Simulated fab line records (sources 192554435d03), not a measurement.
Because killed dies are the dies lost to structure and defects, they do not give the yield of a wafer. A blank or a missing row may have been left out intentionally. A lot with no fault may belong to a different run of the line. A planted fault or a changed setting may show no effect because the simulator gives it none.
Which tool was responsible? ; flow n5Finfet ; 8 lots with 24 wafers sampled at 7 steps, on a route of 1938 steps

WHAT THE GAUGES READ, wafer by wafer
N5_SD_EPI_N_EPI_MEAS_23.
lot;measured;on;thkNm (nm)
L870;day 3 20:22;filmMetro-02;58.2 58.0 59.3
L871;day 3 20:34;filmMetro-02;56.8 57.1 60.5
L872;day 4 07:49;filmMetro-01;56.5 58.8 59.3
L875;day 4 16:24;filmMetro-01;61.1 57.8 58.7
L874;day 4 17:30;filmMetro-02;57.4 58.5 57.0
L877;day 5 08:14;filmMetro-01;57.6 58.9 59.7
L886;day 7 10:44;filmMetro-01;49.0 49.3 50.9
L889;day 8 06:29;filmMetro-01;51.5 52.7 49.4

N5_SD_ACTIVATION_RS_MEAS_03: measures by four-point-probe.
lot;measured;on;RS_SD_N (ohm/sq);RS_SD_P (ohm/sq)
L870;day 4 01:27;filmMetro-02;21.7 21.8 21.9;56.3 55.1 56.1
L871;day 4 01:48;filmMetro-02;22.3 22.0 21.9;56.6 56.9 57.5
L872;day 4 13:11;filmMetro-01;22.1 21.6 21.6;55.9 56.3 56.1
L875;day 4 21:45;filmMetro-02;21.8 21.7 21.9;56.4 56.8 57.1
L874;day 4 22:44;filmMetro-01;22.4 22.1 22.2;54.2 54.2 54.4
L877;day 5 14:04;filmMetro-01;22.6 22.0 22.1;58.1 57.7 57.6
L886;day 7 16:21;filmMetro-01;25.4 26.2 25.8;57.2 56.5 56.9
L889;day 8 12:43;filmMetro-02;25.7 25.8 25.5;58.0 58.6 57.9

N5_BEOL_M4_RC_MEAS_101.
lot;measured;on;DIBL_N (mV/V);DIBL_P (mV/V);IOFF_N (nA/um);IOFF_P (nA/um);ION_N (uA/um);ION_P (uA/um);RS_SD_N (ohm/sq);SS_N (mV/dec);SS_P (mV/dec);VT_N (mV);VT_P (mV)
L870;day 9 05:26;prober-01;35.0 38.3 39.0;33.2 38.5 38.7;0.116 0.186 0.196;0.17 0.26 0.26;670 688 700;455 474 477;28.8 28.5 28.6;71.2 72.9 72.4;73.0 73.9 73.9;252.2 245.6 245.2;-252 -247 -246
L871;day 13 19:13;prober-01;34.5 36.8 37.0;35.1 38.3 39.3;0.143 0.181 0.202;0.19 0.23 0.26;664 683 688;458 470 469;29.0 28.4 28.3;71.8 71.7 72.3;73.2 74.0 73.5;250.0 249.0 244.7;-254 -251 -247
L872;day 11 04:26;prober-02;32.7 35.9 36.7;32.2 34.8 36.0;0.103 0.140 0.152;0.16 0.19 0.20;668 672 678;463 457 458;28.2 28.2 28.1;70.7 70.7 70.6;72.2 73.0 73.6;255.7 251.5 250.0;-256 -255 -251
L875;day 12 00:50;prober-02;34.7 35.7 35.7;35.6 36.4 36.5;0.134 0.155 0.146;0.18 0.20 0.19;666 679 674;460 461 465;28.1 28.0 28.3;71.4 71.4 71.2;72.7 72.8 72.5;252.2 248.9 249.6;-252 -251 -251
L874;day 11 22:34;prober-01;38.5 34.9 37.2;40.8 36.2 39.1;0.191 0.124 0.178;0.23 0.17 0.20;689 654 700;469 455 465;29.2 28.8 28.6;71.7 71.2 71.2;73.7 73.0 74.1;247.8 255.7 246.3;-248 -254 -252
L877;day 12 12:19;prober-01;32.5 35.8 33.1;32.9 37.7 34.8;0.102 0.158 0.113;0.15 0.21 0.17;657 673 662;452 465 463;29.0 28.8 28.9;70.8 71.1 70.6;71.7 73.0 72.3;255.7 249.3 252.1;-254 -248 -254
L886;day 14 18:20;prober-01;35.4 33.2 36.1;35.1 32.5 35.8;0.140 0.105 0.152;0.18 0.15 0.20;659 652 656;452 454 457;32.9 33.5 33.0;71.6 70.7 71.0;73.5 73.3 73.1;251.4 256.8 250.6;-255 -255 -253
L889;day 15 06:22;prober-01;36.4 36.6 39.7;35.9 36.7 38.8;0.150 0.158 0.214;0.18 0.20 0.23;657 659 691;453 462 468;33.4 33.0 34.1;71.1 71.2 72.0;72.5 72.8 73.2;252.1 248.3 245.4;-251 -249 -251

EACH LOT AND THE TOOL THAT RAN IT (in order: tool; ch and the chambers of the sampled wafers; start)
lot;N5_SD_EPI_N_DESCUM_14;N5_SD_EPI_N_ETCH_34;N5_SD_EPI_N_STRIP_38;N5_SD_EPI_N_EPI_21
L870;rieDiel-01 ch 0,2, day 3 16:59;rieDiel-01 ch 0,2, day 3 17:01;plasmaAsher-02 ch 0,1, day 3 17:46;epiRpcvd-01 ch 0, day 3 18:40
L871;rieDiel-05 ch 0,1,3, day 3 17:10;rieDiel-05 ch 0,1,3, day 3 17:13;plasmaAsher-02 ch 0,1, day 3 17:58;epiRpcvd-02 ch 0, day 3 19:25
L872;rieDiel-05 ch 0,1,2, day 4 04:25;rieDiel-05 ch 0,1,2, day 4 04:27;plasmaAsher-02 ch 0,1, day 4 05:13;epiRpcvd-03 ch 0, day 4 06:56
L875;rieDiel-01 ch 0,1, day 4 13:00;rieDiel-01 ch 0,1, day 4 13:02;plasmaAsher-01 ch 1, day 4 13:47;epiRpcvd-01 ch 0, day 4 14:58
L874;rieDiel-05 ch 2,3, day 4 14:07;rieDiel-05 ch 2,3, day 4 14:09;plasmaAsher-02 ch 0,1, day 4 14:53;epiRpcvd-02 ch 0, day 4 15:47
L877;rieDiel-05 ch 0,3, day 5 04:27;rieDiel-05 ch 0,3, day 5 04:30;plasmaAsher-02 ch 0,1, day 5 05:38;epiRpcvd-03 ch 0, day 5 06:32
L886;rieDiel-01 ch 1,2, day 7 07:20;rieDiel-01 ch 1,2, day 7 07:22;plasmaAsher-02 ch 0,1, day 7 08:07;epiRpcvd-01 ch 0, day 7 09:17
L889;rieDiel-01 ch 0,1,3, day 8 02:22;rieDiel-01 ch 0,1,3, day 8 02:24;plasmaAsher-02 ch 0,1, day 8 03:09;epiRpcvd-01 ch 0, day 8 04:13
- N5_SD_EPI_N_DESCUM_14: chemistry O2, time 7.9 s.
- N5_SD_EPI_N_ETCH_34: etches SiARC in CF4, target depth 45.5 nm, time 75.8 s.
- N5_SD_EPI_N_STRIP_38: strips in N2/H2.
- N5_SD_EPI_N_EPI_21: deposits Si:P, time 690 s.

WHAT THE TOOLS THEMSELVES READ (means of the sampled wafers that have a number; where no wafer has one, the mark that the record gives instead)
N5_SD_EPI_N_DESCUM_14.
lot;tool;drypumpMotorCurrentA (A);oesProductAu (a.u.);rfVppV (V);showerheadPlenumPTorr (Torr);throttleValvePct (%)
L870;rieDiel-01;5.7;0.76;244.8;2.12;20.42
L871;rieDiel-05;5.7;0.77;243.3;2.08;20.32
L872;rieDiel-05;5.7;0.80;242.4;2.12;20.39
L875;rieDiel-01;6.3;0.84;242.3;2.03;20.36
L874;rieDiel-05;5.6;0.74;243.5;2.15;20.49
L877;rieDiel-05;5.5;0.83;243.3;2.10;20.20
L886;rieDiel-01;5.7;0.77;243.4;2.12;20.32
L889;rieDiel-01;5.9;0.80;242.4;1.99;20.28

N5_SD_EPI_N_ETCH_34.
lot;tool;cf4FlowSccm (sccm);drypumpMotorCurrentA (A);etchRfOnTimeS (s);oesProductAu (a.u.);rfVppV (V);showerheadPlenumPTorr (Torr);throttleValvePct (%)
L870;rieDiel-01;100.1;5.7;77.6;0.65;184.5;2.17;15.65
L871;rieDiel-05;99.9;5.6;76.9;0.66;183.7;2.15;15.66
L872;rieDiel-05;99.8;5.7;75.9;0.68;184.5;2.18;15.67
L875;rieDiel-01;100.0;6.3;76.2;0.71;182.8;2.08;15.49
L874;rieDiel-05;100.1;5.6;73.1;0.64;185.0;2.19;15.72
L877;rieDiel-05;100.1;5.4;75.2;0.71;184.3;2.17;15.55
L886;rieDiel-01;100.3;5.7;76.5;0.65;184.8;2.17;15.56
L889;rieDiel-01;100.0;5.9;75.0;0.68;182.6;2.04;15.48

N5_SD_EPI_N_STRIP_38.
lot;tool;drypumpMotorCurrentA (A);heaterPowerW (W);oesProductAu (a.u.)
L870;plasmaAsher-02;5.6;316;0.765
L871;plasmaAsher-02;5.6;320;0.762
L872;plasmaAsher-02;5.6;297;0.750
L875;plasmaAsher-01;6.3;362;0.756
L874;plasmaAsher-02;5.6;294;0.767
L877;plasmaAsher-02;5.6;325;0.763
L886;plasmaAsher-02;5.7;296;0.767
L889;plasmaAsher-02;5.7;291;0.751

N5_SD_EPI_N_EPI_21.
lot;tool;lampInnerPct (%);susceptorTempC (C);susceptor_temp_C_max
L870;epiRpcvd-01;18.0;680.1;681.7
L871;epiRpcvd-02;17.8;680.3;681.7
L872;epiRpcvd-03;16.8;679.9;681.8
L875;epiRpcvd-01;18.1;680.2;681.8
L874;epiRpcvd-02;17.8;679.6;680.8
L877;epiRpcvd-03;16.8;680.1;682.2
L886;epiRpcvd-01;17.7;671.0;672.4
L889;epiRpcvd-01;17.4;671.3;673.0

THE ANSWER, worked out from the rows above alone
Rule: what is usual is taken from the lots themselves. Put in order of their means at a reading, lots are off if they are a third of the lots or fewer, leave a main group of 4 or more, and stand apart from it by a gap of 3 or more times the standard deviation of the main group's means; of several such gaps the widest counts. If all means in a main group match to the digits the tables above print for the reading, that group is not used. Also off: a lot with no number at a reading for which 4 or more lots have one. Where the step has rows for the other lots, those lots are counted as sound. The gauges are gone through in route order, then the tools' own readings, and for those a lot's mean is taken as printed above. At the first step where some lot is off, the reading lying furthest off is the one used; lots without a number count as furthest.
Off, at N5_SD_EPI_N_EPI_MEAS_23 on thkNm: L886, L889. Main group: mean 58.4 nm, sd 0.49.
If a tool, at a process step before that reading, ran all the lots that are off and no sound lot after the first of them, it fits. Not tried: the gauges at N5_SD_EPI_N_EPI_MEAS_23; whatever is off there is also off at N5_BEOL_M4_RC_MEAS_101, on other tools, and gauge error can't account for it. Can't be told from this: 3 tools fit, rieDiel-01 at N5_SD_EPI_N_DESCUM_14 and N5_SD_EPI_N_ETCH_34, plasmaAsher-02 at N5_SD_EPI_N_STRIP_38, epiRpcvd-01 at N5_SD_EPI_N_EPI_21.

WHAT THE SIMULATOR HAD INSERTED
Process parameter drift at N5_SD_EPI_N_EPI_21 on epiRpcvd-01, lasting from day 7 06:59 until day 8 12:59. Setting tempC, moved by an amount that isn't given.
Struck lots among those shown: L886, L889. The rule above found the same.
